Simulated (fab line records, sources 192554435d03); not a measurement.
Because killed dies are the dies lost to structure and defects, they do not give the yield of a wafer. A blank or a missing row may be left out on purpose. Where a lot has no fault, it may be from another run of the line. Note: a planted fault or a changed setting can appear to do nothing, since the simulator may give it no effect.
What tool caused it? / flow n5_finfet / 72 wafers from 24 lots sampled at 2 of the route's 1938 steps

## WHAT THE GAUGES READ, wafer by wafer
N5_BEOL_M2_CD_MEAS_18: pitch 36 nm, target cd 18 nm. Usual: cd_nm at 18.1 nm, with a standard deviation of 0.42.
lot=L076; measured=day 6 20:25; on=cd_sem-01; cd_nm (nm)=17.1 17.7 17.3; flag=
lot=L074; measured=day 7 01:22; on=cd_sem-03; cd_nm (nm)=18.1 18.7 18.1; flag=
lot=L075; measured=day 7 01:29; on=cd_sem-02; cd_nm (nm)=18.5 18.2 18.1; flag=
lot=L077; measured=day 7 09:30; on=cd_sem-03; cd_nm (nm)=17.2 18.1 17.3; flag=
lot=L078; measured=day 7 15:27; on=cd_sem-03; cd_nm (nm)=17.7 18.2 18.4; flag=
lot=L079; measured=day 7 15:59; on=cd_sem-01; cd_nm (nm)=18.5 17.9 17.6; flag=
lot=L080; measured=day 8 03:39; on=cd_sem-01; cd_nm (nm)=17.6 17.8 17.5; flag=
lot=L081; measured=day 8 09:39; on=cd_sem-03; cd_nm (nm)=18.4 17.7 18.4; flag=
lot=L082; measured=day 8 11:28; on=cd_sem-02; cd_nm (nm)=18.2 17.9 18.0; flag=
lot=L083; measured=day 8 16:05; on=cd_sem-03; cd_nm (nm)=18.0 17.7 18.5; flag=
lot=L084; measured=day 9 00:10; on=cd_sem-03; cd_nm (nm)=18.1 17.9 18.1; flag=
lot=L085; measured=day 9 11:44; on=cd_sem-01; cd_nm (nm)=17.3 18.5 18.4; flag=
lot=L086; measured=day 9 19:50; on=cd_sem-01; cd_nm (nm)=17.9 17.7 18.4; flag=
lot=L088; measured=day 10 03:18; on=cd_sem-02; cd_nm (nm)=18.4 17.8 18.0; flag=
lot=L087; measured=day 10 07:31; on=cd_sem-02; cd_nm (nm)=18.4 18.8 18.0; flag=
lot=L089; measured=day 10 17:13; on=cd_sem-03; cd_nm (nm)=18.7 18.1 19.0; flag=
lot=L090; measured=day 11 00:01; on=cd_sem-02; cd_nm (nm)=18.5 17.6 17.9; flag=
lot=L091; measured=day 11 00:23; on=cd_sem-01; cd_nm (nm)=18.1 18.1 17.9; flag=
lot=L092; measured=day 11 09:40; on=cd_sem-01; cd_nm (nm)=18.5 17.9 17.9; flag=
lot=L094; measured=day 11 10:14; on=cd_sem-03; cd_nm (nm)=17.3 18.5 18.4; flag=
lot=L093; measured=day 11 12:30; on=cd_sem-02; cd_nm (nm)=17.7 17.9 17.7; flag=
lot=L095; measured=day 11 15:53; on=cd_sem-02; cd_nm (nm)=18.0 18.0 18.5; flag=
lot=L096; measured=day 12 01:59; on=cd_sem-02; cd_nm (nm)=18.4 18.5 18.4; flag=
lot=L097; measured=day 12 11:02; on=cd_sem-02; cd_nm (nm)=17.6 17.7 18.3; flag=

N5_BEOL_M2_INSPECT_30: inspects for defects (brightfield). Usual: raw_defect_count at 422, with a standard deviation of 110.
lot=L076; measured=day 6 20:50; on=defect_inspect-02; raw_defect_count=308 409 323; flag=
lot=L074; measured=day 7 01:54; on=defect_inspect-01; raw_defect_count=388 368 372; flag=
lot=L075; measured=day 7 01:58; on=defect_inspect-01; raw_defect_count=390 409 438; flag=
lot=L077; measured=day 7 09:55; on=defect_inspect-02; raw_defect_count=485 422 330; flag=
lot=L078; measured=day 7 15:59; on=defect_inspect-01; raw_defect_count=247 226 263; flag=
lot=L079; measured=day 7 16:24; on=defect_inspect-02; raw_defect_count=406 349 449; flag=
lot=L080; measured=day 8 04:03; on=defect_inspect-01; raw_defect_count=292 302 277; flag=
lot=L081; measured=day 8 10:04; on=defect_inspect-02; raw_defect_count=402 495 403; flag=
lot=L082; measured=day 8 11:53; on=defect_inspect-01; raw_defect_count=419 450 547; flag=
lot=L083; measured=day 8 16:37; on=defect_inspect-01; raw_defect_count=493 647 529; flag=
lot=L084; measured=day 9 00:41; on=defect_inspect-02; raw_defect_count=341 276 351; flag=
lot=L085; measured=day 9 12:08; on=defect_inspect-01; raw_defect_count=551 584 464; flag=
lot=L086; measured=day 9 20:15; on=defect_inspect-02; raw_defect_count=407 435 639; flag=
lot=L088; measured=day 10 03:50; on=defect_inspect-01; raw_defect_count=589 406 415; flag=
lot=L087; measured=day 10 07:55; on=defect_inspect-01; raw_defect_count=389 498 346; flag=
lot=L089; measured=day 10 17:45; on=defect_inspect-02; raw_defect_count=457 414 522; flag=
lot=L090; measured=day 11 00:25; on=defect_inspect-02; raw_defect_count=366 365 352; flag=
lot=L091; measured=day 11 00:47; on=defect_inspect-02; raw_defect_count=558 720 399; flag=
lot=L092; measured=day 11 10:05; on=defect_inspect-02; raw_defect_count=350 319 455; flag=
lot=L094; measured=day 11 10:38; on=defect_inspect-01; raw_defect_count=518 475 530; flag=
lot=L093; measured=day 11 12:55; on=defect_inspect-02; raw_defect_count=276 555 343; flag=
lot=L095; measured=day 11 16:17; on=defect_inspect-01; raw_defect_count=683 533 653; flag=
lot=L096; measured=day 12 02:31; on=defect_inspect-01; raw_defect_count=415 418 442; flag=
lot=L097; measured=day 12 11:27; on=defect_inspect-01; raw_defect_count=293 434 375; flag=

## TOOL THAT RAN EACH LOT (tool first, then ch and the chambers of the sampled wafers, then the start)
No process step before these readings appears in the record.

## AS READ BY THE TOOLS THEMSELVES (means over the sampled wafers that have a number; for cases with no such wafer, the mark the record gives instead)
The record holds no such reading with a usual standard deviation.

## THE ANSWER, worked out from the rows above alone
Rule: a lot is off if the mean of its wafers that have a number lies more than 3 standard deviations from the usual mean. Also off: a lot with no number at a reading for which 4 or more lots have one. The other lots that the step has rows for count as sound. The gauges are gone through in route order, then the tools' own readings, and for those a lot's mean is taken as printed above. At the first step where some lot is off, the reading lying furthest off is the one used; lots without a number count as furthest.
No lot is off at any reading shown: from this, nothing can be told.

## WHAT THE SIMULATOR PUT IN
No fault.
